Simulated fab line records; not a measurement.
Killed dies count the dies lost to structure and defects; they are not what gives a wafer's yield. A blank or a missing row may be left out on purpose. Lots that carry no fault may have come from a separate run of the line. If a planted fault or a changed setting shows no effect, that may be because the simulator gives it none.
Problem report in the 8D (eight disciplines) form, filled by code ; flow n5Finfet ; the parts of the form that need people (team, actions taken, sign-off) are left out

1. WHAT IS WRONG
COMB_M10 at N5_BEOL_M15_RC_MEAS_101 reads a mean of 7.8e-11 S/m on 3 wafers of 3 lots; wafers without a fault read 1.5e-11 S/m with a standard deviation of 3.1e-12. That is +20 standard deviations from the usual mean.
First seen on wafer L982.3, day 14 23:52, on prober-02. The record holds 17 wafers of 7 lots with a number at this step. Rule for "out", or "out of limits": more than 4 standard deviations from the usual mean. Any other wafer with a number is counted as sound.

2. WHAT IT IS; WHAT IT IS NOT
question;is;is not
which readings at this step;COMB_M10, COMB_M10_max_site;COMB_M11, COMB_M12, COMB_M14, COMB_M15, COMB_M5, COMB_M6, COMB_M8_max_site, COMB_M9, COMB_M9_max_site, SERP_M11, SERP_M11_max_site, SERP_M12, SERP_M13, SERP_M5, SERP_M6, SERP_M7, SERP_M8, SERP_M9
which lots;L982, L984, L987;L986, L994, L995, L997
which wafers of those lots;L982.3, L984.4, L987.4;L982.2, L982.6, L984.1, L984.6, L987.1, L987.2
read on which gauges;prober-01, prober-02;-
when;from day 14 23:52;"up to then (2 sound wafers); but 12 sound wafers of L984, L986, L987, L994, L995, L997 came after"

3. SUSPECTS, AND WHAT RULES EACH OUT
Counting: any tool at a process step up to the reading remains a suspect provided it ran every lot that is out. Sound lots after the first of them don't rule it out here, since some wafers of a struck lot are sound.
- ruled out: the gauge at N5_BEOL_M15_RC_MEAS_101. 2 gauges (prober-01, prober-02) read the wafers that are out.
- aldMetal-03 at N5_BEOL_M10_ALD_74 (deposits TaN, target thk 2 nm, pulse time 2 s, purge time 3 s): kept. It ran every lot that is out, first L982 (day 13 05:26).
Left after counting: aldMetal-03 at N5_BEOL_M10_ALD_74.

4. THE CAUSE (what the simulator had put in)
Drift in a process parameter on aldMetal-03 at N5_BEOL_M10_ALD_74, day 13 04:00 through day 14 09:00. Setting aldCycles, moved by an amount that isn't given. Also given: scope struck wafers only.
The count eliminated every tool but this one.

5. THE CHAIN OF EFFECTS, in route order
Each row: a reading whose mean over the struck wafers that have a number lies more than 3 standard deviations from the usual. Only readings for which the record gives a usual standard deviation are gone through. hours: the time from each lot's start at the first step in this table that gives one to its start at this step, as a median over the lots. sigmas: the change in usual standard deviations.
hours;step;reading;usual;on struck wafers;change;sigmas
0;N5_BEOL_M15_RC_MEAS_101;COMB_M10;1.5e-11 S/m;7.8e-11;+6.3e-11;+20
0;N5_BEOL_M15_RC_MEAS_101;COMB_M10_max_site;2.1e-11 S/m;1.1e-10;+9.2e-11;+18
16;N5_PASSIVATION_PROBE_49;sort_bin_4_leakage;0.01 %;0.62;+0.61;+20
The process steps in it:
- N5_PASSIVATION_PROBE_49

6. WHAT WOULD HAVE CAUGHT IT SOONER
44 hours passed between the start of the fault at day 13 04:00 and the first reading out of limits at a measuring or inspecting step in this record, taken at day 14 23:52.
No tool reading at N5_BEOL_M10_ALD_74 that has a usual standard deviation in the record was out on any struck wafer, so an alarm limit of 4 standard deviations on those readings would not have fired.
Each of the lots that are out, 3 in all, had begun N5_BEOL_M10_ALD_74 on aldMetal-03 no later than day 14 23:52. Tool hold at that time: it would have spared none of them.
